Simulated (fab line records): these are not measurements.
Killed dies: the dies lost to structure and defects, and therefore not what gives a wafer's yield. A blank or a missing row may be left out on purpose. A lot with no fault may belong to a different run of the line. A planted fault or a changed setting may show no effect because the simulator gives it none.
fab line records | flow nand_harc
record lots=11 | wafers=33 | last_day=33
route steps=1302 shown P_GATE@202 P_CONTACT@229 END@1302
lots that met no fault: from a run of the same line without faults
start_h: hours from the record's opening day to when the first of the lot's shown wafers began | wait_h: how many hours have passed since the lot's step before this one | " identical to the entry in the row above | L1.1+2: several wafers, shown together as one row | - value missing, or start not given | * or withheld: withheld | < > ~ a bound
route shown NAME@n: a module of which the file shows steps, and the number in the route of the first | usual: the fault-free wafers' mean and standard deviation | same: alike in all rows | chamber/n: place in a boat | sites: readings site by site | _std_site: the values' standard deviation | _edge_site: outer sites' mean less inner sites' | radius_mm: how far each site lies from the wafer's centre | mask NAME#n: copy n | behind: the tool/chamber that last shaped the wafer | hold: what put the lot on hold/how long, in hours/how the hold closed | device: names the non-switching transistor (n, p or np) | end of line: at the end of the route, the tests of the same wafers | a step given without rows: its recipe and nothing more | killed: dies that structure and defects cost at the first sort, which is not the same as the wafer's yield | map: a wafer's dies, marking killed ones x, the rest . and places with no die _
set.NAME: the setting as run; set.NAME@STEP: as run at that earlier step | model.NAME: the simulator's own value behind a step, which no gauge read
a sample of lots followed through the steps of the route, with each step as a table and each wafer as a row
services: a tool's chamber out of use, with start hour (start_h, from the record's first day; less than 0 if before it), hours out, and reason
## steps
# step NHARC_P_GATE_DESCUM_93
# recipe time_s=3 | o2_flow_sccm=200 | ar_flow_sccm=0 | bias_power_w=0 | chemistry=O2
# usual drypump_motor_current_A=5.5/0.32 | mfc_ar_sccm=0.008/0.0084 | o2_flow_sccm=200.0/0.56 | oes_product_au=0.998/0.011 | rf_vpp_V=57.7/0.96 | showerhead_plenum_p_Torr=1.94/0.085 | throttle_valve_pct=11.312/0.0091
# same bias_power_w=0 | time_s=3
lot.wafer | tool        | chamber | start_h | wait_h | drypump_motor_current_A | mfc_ar_sccm | o2_flow_sccm | oes_product_au | rf_hours_counter_h | rf_vpp_V | showerhead_plenum_p_Torr | throttle_valve_pct
L706.3    | rie_diel-05 | 3       | 114.74  | -      | 5.4                     | 0.009       | 200.6        | 0.990          | 3.1                | 57.1     | 1.79                     | 11.316
L706.2    | "           | 1       | "       | "      | 5.0                     | 0.023       | 200.1        | 0.999          | 2.7                | 59.3     | 2.04                     | 11.291
L706.5    | "           | 0       | "       | "      | 5.8                     | 0           | 199.9        | 0.979          | -                  | 58.1     | 2.02                     | 11.314
L707.1    | rie_diel-05 | 1       | 123.16  | -      | 4.9                     | 0.023       | 199.6        | 0.987          | 3.0                | 59.2     | 2.04                     | 11.335
L707.4    | "           | 2       | "       | "      | 5.5                     | 0.017       | 200.2        | 0.992          | 3.4                | 58.8     | 1.89                     | 11.316
L707.6    | "           | 2       | "       | "      | 5.5                     | 0.017       | 199.9        | 0.989          | -                  | 57.4     | 1.89                     | 11.310
L710.2    | rie_diel-09 | 3       | 154.88  | -      | 6.2                     | 0           | 199.9        | 1.007          | 0.0                | 58.5     | 1.96                     | 11.320
L710.5    | "           | 3       | "       | "      | 6.1                     | 0           | 200.1        | 1.015          | -                  | 56.9     | 1.96                     | 11.319
L710.6    | "           | 0       | "       | "      | 5.6                     | 0.008       | 199.8        | 1.016          | -                  | 58.6     | 2.01                     | 11.316
L712.3    | rie_diel-03 | 1       | 179.32  | -      | 5.4                     | 0           | 199.2        | 1.013          | 3.1                | 56.9     | 1.83                     | 11.325
L712.2    | "           | 2       | "       | "      | 5.8                     | 0           | 200.5        | 0.998          | 2.4                | 59.4     | 2.03                     | 11.310
L712.5    | "           | 1       | "       | "      | 5.4                     | 0           | 199.9        | 1.011          | -                  | 57.2     | 1.83                     | 11.313
L714.2    | rie_diel-05 | 3       | 197.23  | -      | 5.3                     | 0.009       | 200.6        | 0.999          | 8.5                | 56.1     | 1.79                     | 11.315
L714.6    | "           | 3       | "       | "      | 5.3                     | 0.009       | 199.2        | 0.995          | -                  | 57.7     | 1.79                     | 11.303
L714.5    | "           | 0       | "       | "      | 5.8                     | 0           | 200.5        | 0.997          | -                  | 57.2     | 2.02                     | 11.306
L716.1    | rie_diel-09 | 0       | 216.56  | -      | 5.6                     | 0.008       | 200.3        | 1.008          | 2.1                | 57.3     | 2.01                     | 11.313
L716.3    | "           | 2       | "       | "      | 5.3                     | 0           | 199.1        | 0.987          | 1.4                | 58.3     | 2.01                     | 11.299
L716.6    | "           | 3       | "       | "      | 6.1                     | 0           | 200.0        | 0.994          | -                  | 59.7     | 1.96                     | 11.309
L717.4    | rie_diel-05 | 3       | 217.43  | -      | 5.3                     | 0.009       | 199.9        | 1.004          | 8.8                | 57.9     | 1.79                     | 11.312
L717.3    | "           | 0       | "       | "      | 5.8                     | 0           | 199.7        | 0.983          | 7.9                | 58.1     | 2.02                     | 11.326
L717.5    | "           | 3       | "       | "      | 5.4                     | 0.009       | 199.3        | 1.010          | -                  | 56.3     | 1.79                     | 11.324
L718.3    | rie_diel-05 | 2       | 241.37  | -      | 5.4                     | 0.017       | 199.8        | 0.983          | 0.1                | 57.6     | 1.89                     | 11.320
L718.6    | "           | 1       | "       | "      | 4.9                     | 0.023       | 200.7        | 0.994          | -                  | 57.9     | 2.04                     | 11.328
L718.4    | "           | 2       | "       | "      | 5.5                     | 0.017       | 199.5        | 0.978          | -                  | 58.0     | 1.89                     | 11.309
L719.2    | rie_diel-09 | 3       | 244.70  | -      | 6.1                     | 0           | 199.1        | 0.997          | 3.4                | 58.0     | 1.96                     | 11.308
L719.1    | "           | 0       | "       | "      | 5.6                     | 0.008       | 200.9        | 1.023          | 3.5                | 59.6     | 2.01                     | 11.305
L719.6    | "           | 0       | "       | "      | 5.6                     | 0.008       | 200.2        | 1.012          | -                  | 57.9     | 2.01                     | 11.321
L720.1    | rie_diel-03 | 0       | 256.58  | -      | 6.0                     | 0           | 200.4        | 0.988          | 7.4                | 58.1     | 1.93                     | 11.299
L720.4    | "           | 1       | "       | "      | 5.4                     | 0           | 199.7        | 1.013          | 8.2                | 56.9     | 1.83                     | 11.296
L720.5    | "           | 1       | "       | "      | 5.4                     | 0           | 200.3        | 1.011          | -                  | 57.6     | 1.83                     | 11.316
L729.3    | rie_diel-09 | 2       | 348.05  | -      | 5.3                     | 0           | 201.1        | 0.987          | 0.6                | 56.6     | 2.01                     | 11.326
L729.4    | "           | 0       | "       | "      | 5.6                     | 0.008       | 199.7        | 1.006          | 0.7                | 59.4     | 2.01                     | 11.319
L729.1    | "           | 1       | "       | "      | 5.4                     | 0           | 201.0        | 1.004          | 0.8                | 57.0     | 1.93                     | 11.296
# step NHARC_P_GATE_RTA_64
# recipe temp_c=1050 | time_s=1
# usual lamp_power_pct=31.4/1.3 | lamp_zone_6_pct=31.4/1.3 | wafer_temp_C_max=1055.6/2.3
# same time_s=1
lot.wafer | tool          | chamber | start_h | wait_h | lamp_power_pct | lamp_zone_6_pct | wafer_temp_C_max
L706.2    | rtp_anneal-01 | 0       | 116.43  | -      | 30.0           | 30.0            | 1055.9
L706.3    | "             | 0       | "       | "      | 30.0           | 30.0            | 1058.2
L706.5    | "             | 0       | "       | "      | 30.0           | 30.0            | 1058.0
L707.1    | rtp_anneal-02 | 0       | 124.82  | -      | 32.6           | 32.5            | 1053.4
L707.4    | "             | 0       | "       | "      | 32.5           | 32.5            | 1054.3
L707.6    | "             | 0       | "       | "      | 32.5           | 32.5            | 1053.5
L710.2    | rtp_anneal-02 | 0       | 156.63  | -      | 32.6           | 32.5            | 1055.0
L710.5    | "             | 0       | "       | "      | 32.6           | 32.6            | 1054.8
L710.6    | "             | 0       | "       | "      | 32.6           | 32.6            | 1053.1
L712.2    | rtp_anneal-02 | 0       | 180.99  | -      | 32.6           | 32.6            | 1054.5
L712.3    | "             | 0       | "       | "      | 32.6           | 32.6            | 1053.7
L712.5    | "             | 0       | "       | "      | 32.6           | 32.5            | 1053.3
L714.2    | rtp_anneal-02 | 0       | 198.91  | -      | 32.6           | 32.5            | 1053.5
L714.5    | "             | 0       | "       | "      | 32.5           | 32.6            | 1052.0
L714.6    | "             | 0       | "       | "      | 32.6           | 32.5            | 1053.8
L716.1    | rtp_anneal-01 | 0       | 218.19  | -      | 29.9           | 29.9            | 1056.9
L716.3    | "             | 0       | "       | "      | 30.0           | 29.9            | 1056.6
L716.6    | "             | 0       | "       | "      | 30.0           | 29.9            | 1059.1
L717.3    | rtp_anneal-02 | 0       | 219.12  | -      | 32.6           | 32.6            | 1052.8
L717.4    | "             | 0       | "       | "      | 32.6           | 32.5            | 1053.2
L717.5    | "             | 0       | "       | "      | 32.6           | 32.5            | 1053.9
L718.3    | rtp_anneal-02 | 0       | 243.07  | -      | 32.6           | 32.6            | 1055.0
L718.4    | "             | 0       | "       | "      | 32.5           | 32.6            | 1054.8
L718.6    | "             | 0       | "       | "      | 32.6           | 32.6            | 1053.5
L719.1    | rtp_anneal-01 | 0       | 246.36  | -      | 30.0           | 30.0            | 1060.9
L719.2    | "             | 0       | "       | "      | 30.0           | 29.9            | 1056.5
L719.6    | "             | 0       | "       | "      | 30.0           | 30.0            | 1056.3
L720.1    | rtp_anneal-01 | 0       | 258.24  | -      | 30.0           | 30.0            | 1058.1
L720.4    | "             | 0       | "       | "      | 30.0           | 30.0            | 1059.3
L720.5    | "             | 0       | "       | "      | 30.0           | 29.9            | 1059.2
L729.1    | rtp_anneal-01 | 0       | 349.85  | -      | 30.0           | 29.9            | 1058.2
L729.3    | "             | 0       | "       | "      | 30.0           | 29.9            | 1055.7
L729.4    | "             | 0       | "       | "      | 29.9           | 30.0            | 1058.7
# step NHARC_P_CONTACT_EXPOSE_09
# recipe na=1.35 | target_cd_nm=90 | dose_mj=81.26 | mask_id=P_CA
lot.wafer  | tool            | chamber | start_h | wait_h | mask
L706.2+3+5 | arfi_scanner-03 | 0       | 119.34  | -      | P_CA#0
L707.1+4+6 | arfi_scanner-01 | 0       | 127.55  | -      | P_CA#0
L710.2+5+6 | arfi_scanner-03 | 0       | 159.46  | -      | P_CA#0
L712.2+3+5 | arfi_scanner-02 | 0       | 183.57  | -      | P_CA#0
L714.2+5+6 | arfi_scanner-03 | 0       | 201.61  | -      | P_CA#0
L716.1+3+6 | arfi_scanner-01 | 0       | 220.78  | -      | P_CA#0
L717.3+4+5 | arfi_scanner-01 | 0       | 221.69  | -      | P_CA#0
L718.3+4+6 | arfi_scanner-02 | 0       | 245.98  | -      | P_CA#0
L719.1+2+6 | arfi_scanner-01 | 0       | 249.08  | -      | P_CA#0
L720.1+4+5 | arfi_scanner-02 | 0       | 261.02  | -      | P_CA_R1#0
L729.1+3+4 | arfi_scanner-02 | 0       | 352.45  | -      | P_CA#0
# step NHARC_P_CONTACT_CD_MEAS_12
# recipe target_cd_nm=90 | landing_energy_ev=500
# usual cd_nm=90.1/0.84
# same landing_energy_ev=500
lot.wafer | tool      | chamber | start_h | wait_h | cd_nm
L706.2    | cd_sem-02 | 0       | 119.48  | -      | 88.5
L706.3    | "         | 0       | "       | "      | 89.6
L706.5    | "         | 0       | "       | "      | 89.3
L707.1    | cd_sem-03 | 0       | 127.68  | -      | 89.7
L707.4    | "         | 0       | "       | "      | 89.9
L707.6    | "         | 0       | "       | "      | 90.1
L710.2    | cd_sem-01 | 0       | 159.60  | -      | 91.2
L710.5    | "         | 0       | "       | "      | 90.0
L710.6    | "         | 0       | "       | "      | 90.2
L712.2    | cd_sem-03 | 0       | 183.71  | -      | 91.4
L712.3    | "         | 0       | "       | "      | 91.2
L712.5    | "         | 0       | "       | "      | 91.6
L714.2    | cd_sem-02 | 0       | 201.74  | -      | 90.2
L714.5    | "         | 0       | "       | "      | 90.7
L714.6    | "         | 0       | "       | "      | 91.4
L716.1    | cd_sem-01 | 0       | 220.92  | -      | 90.7
L716.3    | "         | 0       | "       | "      | 90.3
L716.6    | "         | 0       | "       | "      | 89.9
L717.3    | cd_sem-01 | 0       | 221.83  | -      | 89.5
L717.4    | "         | 0       | "       | "      | 89.4
L717.5    | "         | 0       | "       | "      | 89.6
L718.3    | cd_sem-02 | 0       | 246.12  | -      | 90.4
L718.4    | "         | 0       | "       | "      | 91.5
L718.6    | "         | 0       | "       | "      | 90.8
L719.1    | cd_sem-03 | 0       | 249.22  | -      | 90.0
L719.2    | "         | 0       | "       | "      | 89.7
L719.6    | "         | 0       | "       | "      | 90.6
L720.1    | cd_sem-02 | 0       | 261.16  | -      | 92.9
L720.4    | "         | 0       | "       | "      | 92.9
L720.5    | "         | 0       | "       | "      | 93.1
L729.1    | cd_sem-01 | 0       | 352.59  | -      | 90.7
L729.3    | "         | 0       | "       | "      | 90.4
L729.4    | "         | 0       | "       | "      | 89.7
# step NHARC_P_CONTACT_ETCH_31
# recipe target_depth_a=300 | time_s=85.7 | ion_energy_ev=120 | over_etch_frac=1 | ch3f_flow_sccm=50 | o2_flow_sccm=30 | ar_flow_sccm=200 | rf_w=500 | bias_w=100 | chemistry=CH3F/O2
# usual drypump_motor_current_A=5.8/0.34 | mfc_ar_sccm=200.0/0.55 | o2_flow_sccm=30.00/0.09 | oes_product_au=0.973/0.015 | rf_vpp_V=244.0/1.5 | showerhead_plenum_p_Torr=2.43/0.088 | throttle_valve_pct=20.663/0.009
# same time_s=85.7
lot.wafer | tool        | chamber | start_h | wait_h | drypump_motor_current_A | mfc_ar_sccm | o2_flow_sccm | oes_product_au | rf_hours_counter_h | rf_vpp_V | showerhead_plenum_p_Torr | throttle_valve_pct
L706.2    | rie_diel-10 | 0       | -       | -      | 5.9                     | 199.7       | 29.86        | 0.975          | 2.9                | 245.5    | 2.56                     | 20.656
L706.3    | "           | 2       | "       | "      | 5.9                     | 200.2       | 30.02        | 0.989          | 2.8                | 242.6    | 2.33                     | 20.651
L706.5    | "           | 0       | "       | "      | 6.0                     | 199.6       | 29.90        | 0.977          | -                  | 244.5    | 2.56                     | 20.648
L707.1    | rie_diel-01 | 3       | -       | -      | 5.9                     | 200.2       | 29.90        | 0.989          | 1.6                | 245.0    | 2.48                     | 20.657
L707.4    | "           | 0       | "       | "      | 5.9                     | 199.7       | 29.90        | 0.983          | 2.6                | 243.7    | 2.33                     | 20.654
L707.6    | "           | 0       | "       | "      | 5.9                     | 199.6       | 29.98        | 0.970          | -                  | 244.7    | 2.33                     | 20.664
L710.2    | rie_diel-01 | 0       | -       | -      | 5.9                     | 200.8       | 29.95        | 0.949          | 3.3                | 242.5    | 2.33                     | 20.664
L710.5    | "           | 3       | "       | "      | 5.9                     | 199.7       | 30.11        | 0.966          | -                  | 243.7    | 2.48                     | 20.655
L710.6    | "           | 0       | "       | "      | 5.9                     | 199.9       | 30.05        | 0.948          | -                  | 242.8    | 2.33                     | 20.670
L712.2    | rie_diel-02 | 1       | -       | -      | 5.8                     | 199.4       | 29.98        | 0.999          | 3.8                | 244.9    | 2.38                     | 20.662
L712.3    | "           | 3       | "       | "      | 5.3                     | 200.0       | 30.06        | 0.971          | 4.2                | 245.9    | 2.46                     | 20.659
L712.5    | "           | 2       | "       | "      | 5.7                     | 201.1       | 29.95        | 0.984          | -                  | 244.7    | 2.54                     | 20.648
L714.2    | rie_diel-10 | 3       | -       | -      | 5.7                     | 200.4       | 30.00        | 0.943          | 7.6                | 241.8    | 2.31                     | 20.662
L714.5    | "           | 1       | "       | "      | 6.2                     | 200.9       | 30.07        | 0.962          | -                  | 244.3    | 2.42                     | 20.661
L714.6    | "           | 2       | "       | "      | 5.9                     | 201.1       | 30.05        | 0.952          | -                  | 242.5    | 2.33                     | 20.664
L716.1    | rie_diel-01 | 3       | -       | -      | 5.9                     | 199.6       | 30.02        | 0.968          | 0.4                | 245.2    | 2.48                     | 20.650
L716.3    | "           | 1       | "       | "      | 6.1                     | 199.6       | 30.19        | 0.991          | 0.5                | 244.5    | 2.37                     | 20.669
L716.6    | "           | 0       | "       | "      | 5.9                     | 199.9       | 29.93        | 0.965          | -                  | 241.7    | 2.33                     | 20.672
L717.3    | rie_diel-10 | 0       | -       | -      | 6.0                     | 200.0       | 29.93        | 0.952          | 9.3                | 246.3    | 2.56                     | 20.652
L717.4    | "           | 3       | "       | "      | 5.7                     | 200.6       | 29.97        | 0.947          | 8.7                | 242.8    | 2.31                     | 20.667
L717.5    | "           | 1       | "       | "      | 6.2                     | 199.6       | 30.02        | 0.961          | -                  | 244.2    | 2.42                     | 20.646
L718.3    | rie_diel-01 | 0       | -       | -      | 5.9                     | 200.4       | 29.85        | 0.997          | 1.4                | 242.6    | 2.33                     | 20.651
L718.4    | "           | 1       | "       | "      | 6.0                     | 200.8       | 29.95        | 0.987          | 1.4                | 242.3    | 2.37                     | 20.650
L718.6    | "           | 2       | "       | "      | 5.1                     | 199.5       | 29.99        | 0.985          | -                  | 242.0    | 2.31                     | 20.667
L719.1    | rie_diel-01 | 2       | -       | -      | 5.1                     | 200.2       | 29.96        | 0.979          | 1.8                | 240.7    | 2.31                     | 20.657
L719.2    | "           | 3       | "       | "      | 5.9                     | 199.4       | 30.08        | 0.985          | 1.5                | 243.6    | 2.48                     | 20.651
L719.6    | "           | 3       | "       | "      | 5.9                     | 200.0       | 30.21        | 1.000          | -                  | 243.5    | 2.48                     | 20.672
L720.1    | rie_diel-02 | 0       | -       | -      | 6.4                     | 200.7       | 29.95        | 0.989          | 0.7                | 244.8    | 2.54                     | 20.671
L720.4    | "           | 2       | "       | "      | 5.8                     | 200.5       | 30.11        | 0.942          | 0.7                | 246.1    | 2.54                     | 20.662
L720.5    | "           | 1       | "       | "      | 5.9                     | 199.9       | 29.95        | 0.962          | -                  | 243.2    | 2.38                     | 20.660
L729.4    | rie_diel-10 | 0       | -       | -      | 5.9                     | 199.8       | 29.99        | 0.987          | 6.2                | 246.2    | 2.56                     | 20.669
L729.1    | "           | 2       | "       | "      | 5.9                     | 199.9       | 30.01        | 0.978          | 5.1                | 242.3    | 2.33                     | 20.648
L729.3    | "           | 3       | "       | "      | 5.7                     | 200.7       | 30.06        | 0.977          | 5.4                | 242.0    | 2.31                     | 20.661
# step NHARC_END_SORT_01
# recipe temp_c=25
# usual killed_at_array=58/17 | killed_at_other=1.0/1.4 | killed_at_periphery=3.6/2.4 | killed_dies=62/17 | killed_open=3.4/2 | killed_short=2.2/1.6
# same gross_dies=677
lot.wafer | tool      | chamber | start_h | wait_h | killed_at_array | killed_at_other | killed_at_periphery | killed_dies | killed_open | killed_short
L710.2    | prober-01 | 0       | 599.78  | 2.8    | 68              | 0               | 3                   | 71          | 2           | 3
L710.5    | prober-01 | 0       | 602.17  | 3.7    | 58              | 2               | 2                   | 62          | 4           | 1
L710.6    | prober-01 | 0       | 602.96  | 4.0    | 70              | 0               | 0                   | 70          | 2           | 0
L716.1    | prober-01 | 0       | 657.38  | 2.5    | 48              | 1               | 4                   | 53          | 1           | 3
L716.3    | prober-01 | 0       | 658.95  | 3.1    | 60              | 1               | 4                   | 65          | 4           | 3
L716.6    | prober-01 | 0       | 661.30  | 3.9    | 56              | 0               | 3                   | 59          | 5           | 3
L719.1    | prober-02 | 0       | 690.00  | 2.5    | 25              | 0               | 3                   | 28          | 6           | 3
L719.2    | prober-02 | 0       | 690.79  | 2.8    | 20              | 0               | 2                   | 22          | 1           | 3
L719.6    | prober-02 | 0       | 693.91  | 3.9    | 26              | 0               | 4                   | 30          | 6           | 2
# killed by level:class
L710.2 A_CHANNEL_HOLE_D2:chamber_film_flake=34 A_CHANNEL_HOLE_D1:chamber_film_flake=24 A_CHANNEL_FILL_D1:geometric_particle:short=2 A_CHANNEL_FILL_D2:geometric_particle:open=2 P_GATE:chamber_film_flake=2 A_CONTACT:chamber_film_flake=2 A_WL_FILL:geometric_particle:short=1 P_ZERO_WELL:chamber_film_flake=1
L710.5 A_CHANNEL_HOLE_D2:chamber_film_flake=25 A_CHANNEL_HOLE_D1:chamber_film_flake=18 A_CONTACT:chamber_film_flake=5 A_CHANNEL_FILL_D1:geometric_particle:open=2 A_CHANNEL_FILL_D2:geometric_particle:open=2 P_GATE:chamber_film_flake=2 A_ZERO_WELL:chamber_film_flake=2 A_STAIRCASE:chamber_film_flake=2
L710.6 A_CHANNEL_HOLE_D2:chamber_film_flake=31 A_CHANNEL_HOLE_D1:chamber_film_flake=27 A_STAIRCASE:chamber_film_flake=5 A_CONTACT:chamber_film_flake=3 A_CHANNEL_HOLE_D2:geometric_particle:open=1 A_CONTACT:geometric_particle:open=1 A_CHANNEL_FILL_D1:chamber_film_flake=1 A_CHANNEL_FILL_D2:chamber_film_flake=1
L716.1 A_SLIT:chamber_film_flake=27 A_CHANNEL_HOLE_D1:chamber_film_flake=7 A_CONTACT:chamber_film_flake=5 P_CONTACT:chamber_film_flake=2 A_STAIRCASE:chamber_film_flake=2 A_ONON_D1:geometric_particle:open=1 A_ONON_D2:geometric_particle:short=1 A_CHANNEL_FILL_D2:geometric_particle:short=1
L716.3 A_SLIT:chamber_film_flake=39 A_ZERO_WELL:chamber_film_flake=5 P_CONTACT:chamber_film_flake=3 A_CHANNEL_HOLE_D1:chamber_film_flake=3 A_STAIRCASE:chamber_film_flake=3 A_CONTACT:chamber_film_flake=3 P_M0:geometric_particle:open=1 A_ONON_D1:geometric_particle:short=1
L716.6 A_SLIT:chamber_film_flake=32 A_CHANNEL_HOLE_D1:chamber_film_flake=6 A_CHANNEL_HOLE_D2:chamber_film_flake=3 A_STAIRCASE:chamber_film_flake=3 P_CONTACT:chamber_film_flake=2 A_DECK1_JOINT:chamber_film_flake=2 P_GATE:geometric_particle:open=1 A_ONON_D1:geometric_particle:short=1
L719.1 A_CHANNEL_HOLE_D1:chamber_film_flake=7 A_CONTACT:chamber_film_flake=3 A_CHANNEL_FILL_D1:geometric_particle:open=2 P_BONDPAD:chamber_film_flake=2 A_SLIT:chamber_film_flake=2 A_SOURCE_PLATE:geometric_particle:open=1 A_ONON_D1:geometric_particle:open=1 A_ONON_D1:geometric_particle:short=1
L719.2 A_CHANNEL_HOLE_D1:chamber_film_flake=10 A_CONTACT:chamber_film_flake=3 A_STAIRCASE:chamber_film_flake=2 A_SOURCE_PLATE:geometric_particle:short=1 A_DECK1_JOINT:geometric_particle:open=1 A_ONON_D2:geometric_particle:short=1 A_M0:geometric_particle:short=1 P_M0:chamber_film_flake=1
L719.6 A_CHANNEL_HOLE_D1:chamber_film_flake=9 A_CHANNEL_FILL_D1:geometric_particle:open=3 A_SLIT:chamber_film_flake=3 A_WL_FILL:geometric_particle:short=2 P_GATE:chamber_film_flake=2 A_STAIRCASE:chamber_film_flake=2 A_CONTACT:chamber_film_flake=2 P_M0:geometric_particle:open=1
## services
tool            | chamber | start_h | hours | kind
rie_diel-10     | -       | 93.33   | 0.5   | repair
rie_diel-10     | 1       | 106.55  | 3.6   | repair
rie_diel-10     | 0       | 111.40  | 6.0   | repair
rie_diel-10     | 3       | 121.79  | 3.3   | repair
arfi_scanner-01 | -       | 134.80  | 6.3   | repair
arfi_scanner-02 | -       | 140.00  | 4.0   | pm
rie_diel-09     | -       | 143.43  | 9.0   | pm
rie_diel-10     | 0       | 174.25  | 1.4   | repair
rie_diel-10     | 2       | 184.67  | 1.4   | repair
rie_diel-01     | -       | 203.80  | 9.0   | pm
rie_diel-05     | -       | 215.27  | 0.9   | repair
rie_diel-01     | 3       | 227.63  | 3.0   | repair
rie_diel-05     | -       | 229.60  | 9.0   | pm
rie_diel-09     | 2       | 234.89  | 4.7   | repair
rie_diel-10     | -       | 242.50  | 9.0   | pm
arfi_scanner-01 | -       | 252.00  | 4.0   | pm
rie_diel-09     | 2       | 281.81  | 2.0   | repair
rie_diel-01     | 1       | 288.24  | 5.6   | repair
rie_diel-05     | 1       | 294.45  | 1.3   | repair
arfi_scanner-01 | -       | 299.31  | 3.9   | repair
rie_diel-01     | 1       | 305.40  | 8.1   | repair
arfi_scanner-02 | -       | 312.00  | 4.0   | pm
rie_diel-05     | -       | 324.68  | 1.1   | repair
rie_diel-01     | 0       | 332.88  | 8.2   | repair
## key
first_sign step=NHARC_P_CONTACT_EXPOSE_09 | reading=mask | direction=changed
effect step=NHARC_P_CONTACT_CD_MEAS_12 | reading=cd_nm | direction=up | sigmas=3.4 | usual=90.1 | struck=93.0
met_at NHARC_P_CONTACT_EXPOSE_09
struck_lots L720
tester_left_out L720
not_acting_at NHARC_P_GATE_DESCUM_93,NHARC_P_GATE_RTA_64,NHARC_P_CONTACT_ETCH_31
onset_between 245.98 261.02
fault kind=wrong_mask | tool=any | chamber=- | onset_h=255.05 | steps=NHARC_P_CONTACT_EXPOSE_09 | aux_copy=P_CA_R1#0 | cd_offset_nm=3.5014 | scope=struck_lots_only
# tester_left_out: of these lots the tester's yield and bins aren't shown, on N5 and GAA mostly nor the transistor test; their killed dies are dies lost to structure and defects alone, not to doping, threshold or leakage, so they don't give the yield
